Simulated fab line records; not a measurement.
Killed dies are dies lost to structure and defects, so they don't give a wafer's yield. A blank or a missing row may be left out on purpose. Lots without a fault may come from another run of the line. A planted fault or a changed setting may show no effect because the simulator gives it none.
fab line records -- flow n5Finfet
[record] lots = 6, wafers = 18, lastDay = 19
route steps=1938 shown BEOL_M10@1495 PASSIVATION@1936
lots that met no fault: from a run of the same line without faults
startH: start of the lot's first displayed wafer, in hours after the record's first day -- waitH: time in hours since the lot's previous step -- " as in the row above -- L1.1+2: a row that stands for several wafers -- - value missing, or start not given -- * or withheld: withheld -- < > ~ a bound
route shown NAME@n: a module of which the file shows steps, and the number in the route of the first -- usual: the fault-free wafers' mean and standard deviation -- same: alike in all rows -- chamber/n: place in a boat -- sites: readings site by site -- _std_site: the standard deviation of these -- _edge_site: the outer-site mean with the inner-site mean subtracted -- radiusMm: for every site, how far away it sits from the centre of the wafer -- mask NAME#n: copy n -- behind: the most recent tool/chamber to have shaped the wafer -- hold: why the lot was held/for how many hours/how that ended -- device: the n, p or np transistor that did not switch -- end of line: tests of these same wafers at the route's end -- a step with no rows: only its recipe -- killed: count of dies lost to structure and defects at first sort (not the wafer's yield) -- map: shows each die of a wafer: x if killed, . if not, _ if none is there
set.NAME: the setting that was run; set.NAME@STEP: the one run at that earlier step -- model.NAME: the simulator's own value behind a step, which no gauge read
lots at some steps of the route; a table a step, a row a wafer
services: when a tool's chamber went out of use (startH, in hours from the record's first day, below 0 if earlier), for how many hours, and the reason
[[steps]]
[step N5_BEOL_M10_COAT_64]
[recipe] resist = SiARC, tempC = 220, timeS = 60, spinRpm = 1500, resistThkNm = 30
[step N5_BEOL_M10_COAT_22]
[recipe] resist = CAR-ArF, spinRpm = 1500, resistThkNm = 90
[step N5_BEOL_M10_EBR_24]
[recipe] solvent = PGMEA, ebrWidthMm = 1.5
[step N5_BEOL_M10_SOFTBAKE_23]
[recipe] tempC = 110, timeS = 60, resist = CAR-ArF
[step N5_BEOL_M10_EXPOSE_25]
[recipe] maskId = V9, na = 1.35, sourceShape = annular, sigmaInner = 0.5, sigmaOuter = 0.8, polarization = unpolarized, doseMj = 85.5
[step N5_BEOL_M10_PEB_26]
[recipe] pebTempC = withheld, pebTimeS = 60, resist = CAR-ArF
[step N5_BEOL_M10_DEVELOP_27]
[recipe] developTimeS = 30, developer = TMAH, resist = CAR-ArF, rinseLiquid = diw, dry = airSpin, devTempC = 23
[step N5_BEOL_M10_CD_MEAS_28]
[recipe] targetCdNm = 70, landingEnergyEv = 500, detector = seInlens, polarity = opening
[usual] cdNm = 69.1/1.2
lot.wafer,tool,chamber,startH,waitH,cdNm
L617.3,cdSem-02,0,259.61,-,70.5
L617.4,cdSem-02,0,259.61,-,70.4
L617.5,cdSem-02,0,259.61,-,69.0
L622.3,cdSem-03,0,293.29,-,68.8
L622.4,cdSem-03,0,293.29,-,66.4
L622.6,cdSem-03,0,293.29,-,67.6
L629.1,cdSem-01,0,341.35,-,68.4
L629.2,cdSem-01,0,341.35,-,67.0
L629.4,cdSem-01,0,341.35,-,67.7
L631.2,cdSem-02,0,354.61,-,70.0
L631.4,cdSem-02,0,354.61,-,66.2
L631.6,cdSem-02,0,354.61,-,68.0
L636.2,cdSem-03,0,378.06,-,69.3
L636.3,cdSem-03,0,378.06,-,71.5
L636.5,cdSem-03,0,378.06,-,68.9
L638.2,cdSem-01,0,402.40,-,68.9
L638.4,cdSem-01,0,402.40,-,69.3
L638.5,cdSem-01,0,402.40,-,70.7
[step N5_BEOL_M10_OVL_MEAS_29]
[recipe] pointsPerWafer = 44
[usual] V9_OVL = -0.3/0.74
lot.wafer,tool,chamber,startH,waitH,V9_OVL[nm]
L617.3,overlay-02,0,259.64,0.0,-0.6
L617.4,overlay-02,0,259.64,0.0,-1.0
L617.5,overlay-02,0,259.64,0.0,-1.1
L622.3,overlay-01,0,293.31,0.0,0.5
L622.4,overlay-01,0,293.31,0.0,1.1
L622.6,overlay-01,0,293.31,0.0,0.1
L629.1,overlay-01,0,341.38,0.0,-1.7
L629.2,overlay-01,0,341.38,0.0,-2.3
L629.4,overlay-01,0,341.38,0.0,-1.6
L631.2,overlay-02,0,354.63,0.0,-0.5
L631.4,overlay-02,0,354.63,0.0,-1.0
L631.6,overlay-02,0,354.63,0.0,-0.8
L636.2,overlay-02,0,378.09,0.0,-0.6
L636.3,overlay-02,0,378.09,0.0,0.8
L636.5,overlay-02,0,378.09,0.0,-0.7
L638.2,overlay-02,0,402.43,0.0,-0.3
L638.4,overlay-02,0,402.43,0.0,0.4
L638.5,overlay-02,0,402.43,0.0,-0.2
[step N5_BEOL_M10_INSPECT_30]
[recipe] mode = adi, inspectInstrument = brightfield
[usual] rawDefectCount = 416/83
lot.wafer,tool,chamber,startH,waitH,rawDefectCount
L617.3,defectInspect-02,-,259.66,0.0,442
L617.4,defectInspect-02,-,259.66,0.0,539
L617.5,defectInspect-02,-,259.66,0.0,388
L622.3,defectInspect-02,-,293.34,0.0,426
L622.4,defectInspect-02,-,293.34,0.0,445
L622.6,defectInspect-02,-,293.34,0.0,344
L629.1,defectInspect-02,-,341.40,0.0,514
L629.2,defectInspect-02,-,341.40,0.0,416
L629.4,defectInspect-02,-,341.40,0.0,455
L631.2,defectInspect-02,-,354.66,0.0,423
L631.4,defectInspect-02,-,354.66,0.0,420
L631.6,defectInspect-02,-,354.66,0.0,628
L636.2,defectInspect-02,-,378.12,0.0,403
L636.3,defectInspect-02,-,378.12,0.0,431
L636.5,defectInspect-02,-,378.12,0.0,425
L638.2,defectInspect-02,-,402.45,0.0,318
L638.4,defectInspect-02,-,402.45,0.0,344
L638.5,defectInspect-02,-,402.45,0.0,493
[step N5_BEOL_M10_DESCUM_33]
[recipe] chemistry = O2, timeS = 7.9, sourcePowerW = 50, biasPowerW = 20, pressureMtorr = 20, rfFrequencyHz = 2.712e+07, tempC = 40, resist = CAR-ArF, o2FlowSccm = 225
[usual] drypumpMotorCurrentA = 5.7/0.41, oesProductAu = 0.79/0.09, rfVppV = 243.2/1, showerheadPlenumPTorr = 2.10/0.044, throttleValvePct = 20.43/0.22
lot.wafer,tool,chamber,startH,waitH,drypumpMotorCurrentA,oesProductAu,rfHoursCounterH,rfVppV,showerheadPlenumPTorr,throttleValvePct
L617.3,rieDiel-05,2,259.70,0.0,5.5,0.66,243,242.8,2.07,20.52
L617.4,rieDiel-05,1,259.70,0.0,5.4,0.71,198,242.7,2.07,20.67
L617.5,rieDiel-05,0,259.70,0.0,6.2,0.70,-,243.0,2.10,20.84
L622.3,rieDiel-06,1,293.37,0.0,5.7,0.80,74,243.4,2.10,20.05
L622.4,rieDiel-06,0,293.37,0.0,5.8,0.85,71,242.6,2.11,20.43
L622.6,rieDiel-06,2,293.37,0.0,6.3,0.69,-,242.0,2.05,20.48
L629.1,rieDiel-06,0,341.51,0.1,5.8,0.83,90,242.9,2.11,20.48
L629.2,rieDiel-06,1,341.51,0.1,5.8,0.78,93,242.5,2.09,20.08
L629.4,rieDiel-06,0,341.51,0.1,5.8,0.83,-,244.3,2.11,20.45
L631.2,rieDiel-06,3,354.91,0.3,5.8,0.68,240,243.0,2.07,20.69
L631.4,rieDiel-06,1,354.91,0.3,5.7,0.77,-,243.4,2.09,20.09
L631.6,rieDiel-06,0,354.91,0.3,5.8,0.82,-,244.6,2.10,20.49
L636.2,rieDiel-05,3,378.15,0.0,5.3,0.80,102,242.0,2.10,20.30
L636.3,rieDiel-05,2,378.15,0.0,5.5,0.89,29,243.3,2.06,20.16
L636.5,rieDiel-05,2,378.15,0.0,5.5,0.88,-,242.4,2.06,20.15
L638.2,rieDiel-05,3,402.50,0.1,5.3,0.78,111,245.0,2.09,20.32
L638.4,rieDiel-05,1,402.50,0.1,5.4,0.68,-,243.3,2.05,20.72
L638.5,rieDiel-05,2,402.50,0.1,5.5,0.87,-,243.5,2.06,20.19
[step N5_BEOL_M10_ETCH_65]
[recipe] chemistry = CF4, target = SiARC, targetDepthA = 390, maskMaterial = CAR-ArF, timeS = 65, ionEnergyEv = 80, pressureMtorr = 40, sourceW = 545, biasW = 36, Ar_flow_sccm = 100, cf4FlowSccm = 100, ends = cleared
[usual] drypumpMotorCurrentA = 5.7/0.41, etchRfOnTimeS = 65.0/1.2, oesProductAu = 0.67/0.075, rfVppV = 184.2/1, showerheadPlenumPTorr = 2.15/0.045, throttleValvePct = 15.62/0.19
lot.wafer,tool,chamber,startH,waitH,drypumpMotorCurrentA,etchRfOnTimeS,oesProductAu,rfHoursCounterH,rfVppV,showerheadPlenumPTorr,throttleValvePct
L617.3,rieDiel-05,2,259.73,0.0,5.5,67.6,0.56,243,183.2,2.12,15.76
L617.4,rieDiel-05,1,259.73,0.0,5.4,65.2,0.61,198,183.4,2.12,15.88
L617.5,rieDiel-05,0,259.73,0.0,6.2,66.5,0.59,-,182.9,2.12,15.84
L622.3,rieDiel-06,1,293.41,0.0,5.7,64.6,0.69,74,185.8,2.18,15.46
L622.4,rieDiel-06,0,293.41,0.0,5.8,64.5,0.72,71,184.7,2.16,15.56
L622.6,rieDiel-06,2,293.41,0.0,6.3,66.1,0.58,-,184.2,2.12,15.87
L629.1,rieDiel-06,0,341.54,0.0,5.8,65.2,0.69,90,184.3,2.16,15.60
L629.2,rieDiel-06,1,341.54,0.0,5.7,65.3,0.67,93,184.3,2.17,15.49
L629.4,rieDiel-06,0,341.54,0.0,5.8,64.7,0.70,-,185.2,2.16,15.60
L631.2,rieDiel-06,3,354.95,0.0,5.8,66.0,0.59,240,183.8,2.10,15.80
L631.4,rieDiel-06,1,354.95,0.0,5.8,65.5,0.67,-,186.2,2.17,15.52
L631.6,rieDiel-06,0,354.95,0.0,5.8,65.2,0.70,-,182.4,2.16,15.62
L636.2,rieDiel-05,3,378.19,0.0,5.3,63.4,0.68,102,184.5,2.15,15.47
L636.3,rieDiel-05,2,378.19,0.0,5.5,65.7,0.75,29,184.8,2.11,15.33
L636.5,rieDiel-05,2,378.19,0.0,5.5,66.0,0.75,-,183.6,2.11,15.33
L638.2,rieDiel-05,3,402.54,0.0,5.3,62.8,0.67,111,183.8,2.14,15.49
L638.4,rieDiel-05,1,402.54,0.0,5.4,65.7,0.58,-,183.9,2.10,15.98
L638.5,rieDiel-05,2,402.54,0.0,5.5,66.2,0.74,-,184.9,2.10,15.35
[step N5_BEOL_M10_ETCH_66]
[recipe] chemistry = N2/H2, target = SOC, targetDepthA = 1200, overetchA = 240, maskMaterial = SiARC, tempC = 40, timeS = 180, ionEnergyEv = 200, pressureMtorr = 30, sourceW = 840, biasW = 150, n2FlowSccm = 200, h2FlowSccm = 200
[usual] drypumpMotorCurrentA = 5.7/0.41, oesProductAu = 0.64/0.068, rfVppV = 524.1/1.7, runLengthS = 203.3/0.33, showerheadPlenumPTorr = 2.55/0.055, throttleValvePct = 17.80/0.19
lot.wafer,tool,chamber,startH,waitH,drypumpMotorCurrentA,oesProductAu,rfHoursCounterH,rfVppV,runLengthS,showerheadPlenumPTorr,throttleValvePct,model.SiARC_of_BEOL_M10_COAT_64.thkNm
L617.3,rieDiel-05,2,259.78,0.0,5.5,0.55,243,522.2,203.7,2.51,17.87,23
L617.4,rieDiel-05,1,259.78,0.0,5.4,0.58,198,523.1,203.2,2.52,18.08,22.6
L617.5,rieDiel-05,0,259.78,0.0,6.2,0.57,-,524.0,203.6,2.51,18.04,22.8
L622.3,rieDiel-06,1,293.46,0.0,5.7,0.66,74,523.5,203.9,2.60,17.75,22.8
L622.4,rieDiel-06,0,293.46,0.0,5.9,0.68,71,524.9,203.6,2.56,17.86,22.6
L622.6,rieDiel-06,2,293.46,0.0,6.3,0.55,-,522.2,203.2,2.50,17.91,22.6
L629.1,rieDiel-06,0,341.59,0.0,5.8,0.66,90,523.6,203.5,2.55,17.90,22.6
L629.2,rieDiel-06,1,341.59,0.0,5.8,0.59,93,523.7,230.6,2.59,17.79,21.8
L629.4,rieDiel-06,0,341.59,0.0,5.8,0.66,-,525.1,203.7,2.55,17.88,22.6
L631.2,rieDiel-06,3,355.00,0.0,5.8,0.55,240,522.3,203.4,2.48,17.87,23
L631.4,rieDiel-06,1,355.00,0.0,5.7,0.59,-,525.8,230.4,2.59,17.80,21.8
L631.6,rieDiel-06,0,355.00,0.0,5.8,0.65,-,523.9,203.3,2.55,17.91,22.8
L636.2,rieDiel-05,3,378.24,0.0,5.3,0.63,102,524.2,203.8,2.57,17.93,22.6
L636.3,rieDiel-05,2,378.24,0.0,5.5,0.72,29,521.8,203.9,2.49,17.49,22.6
L636.5,rieDiel-05,2,378.24,0.0,5.5,0.72,-,521.4,203.5,2.49,17.50,22.6
L638.2,rieDiel-05,3,402.59,0.0,5.3,0.62,111,525.1,203.2,2.57,17.95,22.8
L638.4,rieDiel-05,1,402.59,0.0,5.4,0.55,-,523.2,203.4,2.50,18.17,23
L638.5,rieDiel-05,2,402.59,0.0,5.5,0.71,-,522.2,204.0,2.49,17.49,23
[step N5_BEOL_M10_STRIP_69]
[recipe] chemistry = N2/H2, tempC = 40, n2FlowSccm = 200, h2FlowSccm = 200, rfFrequencyHz = 6e+07
[step N5_PASSIVATION_PROBE_49]
[usual] defectLimitedYield = 91.6/1.4, killed_at_M0_to_M3 = 33/10, killed_at_M4_up = 13/5.3, killedAtContacts = 13/5.9, killedAtFrontEnd = 36/12, killedAtOther = 4/3.1, killedDies = 99/16, killedOnRim = 13/4.2, killedOpen = 65/13, killedShort = 32/7.3, sort_bin_5_function = 4.9/0.9, sort_bin_6_memory = 3.1/0.66, sortNPass = 1081/17, sortYieldPct = 91.6/1.4
[same] grossDies = 1180, killedAtBackSide = 0, sort_bin_4_leakage[%] = 0, sort_bin_8_speed[%] = 0
lot.wafer,tool,chamber,startH,waitH,defectLimitedYield[%],killed_at_M0_to_M3,killed_at_M4_up,killedAtContacts,killedAtFrontEnd,killedAtOther,killedDies,killedOnRim,killedOpen,killedShort,sort_bin_5_function[%],sort_bin_6_memory[%],sortNPass,sortYieldPct[%]
L622.3,prober-01,-,341.50,0.1,92.0,20,15,16,40,3,94,16,67,26,5.0,2.8,1086,92.0
L622.4,prober-01,-,341.55,0.2,91.4,34,17,13,28,9,101,11,69,32,6.1,2.3,1079,91.4
L622.6,prober-01,-,341.65,0.3,91.9,37,11,8,35,4,95,9,52,42,4.3,3.6,1085,91.9
L629.1,prober-01,-,397.92,0.0,90.0,34,12,21,51,0,118,15,76,36,6.1,3.4,1062,90.0
L629.2,prober-01,-,397.97,0.1,92.7,14,12,18,41,1,86,6,59,27,4.4,2.5,1094,92.7
L629.4,prober-01,-,398.07,0.2,91.6,25,9,28,34,3,99,16,68,29,4.9,3.1,1081,91.6
L631.2,prober-02,-,414.52,0.1,91.4,26,19,8,46,2,101,16,77,23,4.7,3.7,1079,91.4
L631.4,prober-02,-,414.62,0.2,90.9,41,14,11,36,5,107,12,75,32,5.1,4.0,1073,90.9
L631.6,prober-02,-,414.72,0.3,89.6,29,10,23,60,1,123,16,84,37,5.9,4.2,1057,89.6
L636.2,prober-02,-,433.77,0.1,91.4,35,17,10,39,1,102,12,72,30,5.9,2.1,1078,91.4
L636.3,prober-02,-,433.82,0.1,90.3,43,21,13,34,4,115,15,76,36,5.3,4.0,1065,90.3
L636.5,prober-02,-,433.92,0.2,92.2,35,10,13,32,2,92,13,60,30,5.1,2.4,1088,92.2
// killed by level:class
L622.3 MOL_CONTACT_COAG:geometricParticle:open=16 GATE_CUT:geometricParticle:short=8 BEOL_M4:geometricParticle:open=7 FIN_SAQP:geometricParticle:open=6 STI_FIN_REVEAL:geometricParticle:open=6 BEOL_M0_SAQP:geometricParticle:open=5 FIN_SAQP:geometricParticle:short=4 GATE_CUT:geometricParticle:open=4
L622.4 BEOL_M3:geometricParticle:open=11 MOL_CONTACT_COAG:geometricParticle:open=10 BEOL_M0_SAQP:geometricParticle:short=10 GATE_CUT:geometricParticle:open=9 BEOL_M4:geometricParticle:open=7 BEOL_M0_SAQP:geometricParticle:open=6 FIN_SAQP:geometricParticle:open=4 STI_FIN_REVEAL:geometricParticle:open=3
L622.6 FIN_SAQP:geometricParticle:open=8 BEOL_M2:geometricParticle:short=8 BEOL_M1:geometricParticle:open=7 STI_FIN_REVEAL:geometricParticle:open=6 MOL_CONTACT_COAG:geometricParticle:open=6 BEOL_M0_SAQP:geometricParticle:short=5 BEOL_M1:geometricParticle:short=4 BEOL_M2:geometricParticle:open=4
L629.1 MOL_CONTACT_COAG:geometricParticle:open=19 FIN_SAQP:geometricParticle:open=12 BEOL_M0_SAQP:geometricParticle:short=11 FIN_SAQP:geometricParticle:short=10 BEOL_M0_SAQP:geometricParticle:open=9 DUMMY_GATE:geometricParticle:open=6 GATE_CUT:geometricParticle:short=6 BEOL_M0:geometricParticle:open=5
L629.2 MOL_CONTACT_COAG:geometricParticle:open=13 DUMMY_GATE:geometricParticle:open=8 STI_FIN_REVEAL:geometricParticle:open=7 BEOL_M1:geometricParticle:open=7 GATE_CUT:geometricParticle:short=6 FIN_SAQP:geometricParticle:open=5 MOL_CONTACT_COAG:geometricParticle:short=5 BEOL_M5:geometricParticle:open=5
L629.4 MOL_CONTACT_COAG:geometricParticle:open=22 DUMMY_GATE:geometricParticle:open=7 MOL_CONTACT_COAG:geometricParticle:short=6 FIN_SAQP:geometricParticle:open=5 STI_FIN_REVEAL:geometricParticle:open=5 BEOL_M0:geometricParticle:open=5 BEOL_M1:geometricParticle:short=4 BEOL_M1:geometricParticle:open=4
L631.2 STI_FIN_REVEAL:geometricParticle:open=16 BEOL_M1:geometricParticle:open=10 FIN_SAQP:geometricParticle:open=9 MOL_CONTACT_COAG:geometricParticle:open=8 BEOL_M4:geometricParticle:open=8 BEOL_M2:geometricParticle:open=6 STI_FIN_REVEAL:geometricParticle:short=4 GATE_CUT:geometricParticle:short=4
L631.4 STI_FIN_REVEAL:geometricParticle:open=10 BEOL_M2:geometricParticle:open=10 MOL_CONTACT_COAG:geometricParticle:open=9 BEOL_M1:geometricParticle:open=7 BEOL_M3:geometricParticle:open=6 FIN_SAQP:geometricParticle:short=5 BEOL_M0_SAQP:geometricParticle:short=5 BEOL_M0_SAQP:geometricParticle:open=5
L631.6 STI_FIN_REVEAL:geometricParticle:open=23 MOL_CONTACT_COAG:geometricParticle:open=17 BEOL_M2:geometricParticle:open=8 BEOL_M0_SAQP:geometricParticle:open=7 FIN_SAQP:geometricParticle:short=6 GATE_CUT:geometricParticle:short=6 MOL_CONTACT_COAG:geometricParticle:short=6 FIN_SAQP:geometricParticle:open=5
L636.2 BEOL_M2:geometricParticle:open=14 FIN_SAQP:geometricParticle:short=10 BEOL_M4:geometricParticle:open=9 FIN_SAQP:geometricParticle:open=8 MOL_CONTACT_COAG:geometricParticle:open=8 DUMMY_GATE:geometricParticle:open=7 BEOL_M0_SAQP:geometricParticle:short=5 BEOL_M0:geometricParticle:open=5
L636.3 BEOL_M0_SAQP:geometricParticle:short=14 MOL_CONTACT_COAG:geometricParticle:open=12 BEOL_M4:geometricParticle:open=9 BEOL_M0_SAQP:geometricParticle:open=8 BEOL_M2:geometricParticle:open=8 FIN_SAQP:geometricParticle:open=6 DUMMY_GATE:geometricParticle:open=5 BEOL_M1:geometricParticle:open=5
L636.5 MOL_CONTACT_COAG:geometricParticle:open=13 BEOL_M3:geometricParticle:open=10 BEOL_M0_SAQP:geometricParticle:open=9 BEOL_M0_SAQP:geometricParticle:short=9 FIN_SAQP:geometricParticle:open=7 FIN_SAQP:geometricParticle:short=7 STARTING-WAFER:geometricParticle:open=6 DUMMY_GATE:geometricParticle:open=3
[[services]]
tool,chamber,startH,hours,kind
rieDiel-05,2,276.14,-,clean
rieDiel-05,2,276.14,-,consumableReplace:focusRing
rieDiel-05,2,276.14,16.3,scheduledDown
rieDiel-05,2,276.14,16.3,ventCycle
rieDiel-06,2,318.16,10.9,repair
rieDiel-06,-,369.08,2.8,pm
rieDiel-06,3,388.92,-,clean
rieDiel-06,3,388.92,-,consumableReplace:focusRing
rieDiel-06,3,388.92,19.5,scheduledDown
rieDiel-06,3,388.92,19.5,ventCycle
rieDiel-05,0,399.21,-,clean
rieDiel-05,0,399.21,-,consumableReplace:focusRing
rieDiel-05,0,399.21,20.1,scheduledDown
rieDiel-05,0,399.21,20.1,ventCycle
[[key]]
[firstSign] step = N5_BEOL_M10_ETCH_66, reading = runLengthS, direction = up, sigmas = 82, usual = *, struck = *
effect none on later readings
[modelEffect] step = N5_BEOL_M10_ETCH_66, value = SiARC_of_BEOL_M10_COAT_64.thkNm, without = 22.8, struck = 21.8
metAt N5_BEOL_M10_ETCH_66
struckWafers L629.2,L631.4
onsetBetween 293.46 341.59
[fault] kind = processParameterDrift, tool = rieDiel-06, chamber = 1, onsetH = 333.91, steps = N5_BEOL_M10_ETCH_66, channel = timeS, offset = *, shape = step, endH = 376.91, actsIn = *, stated = *
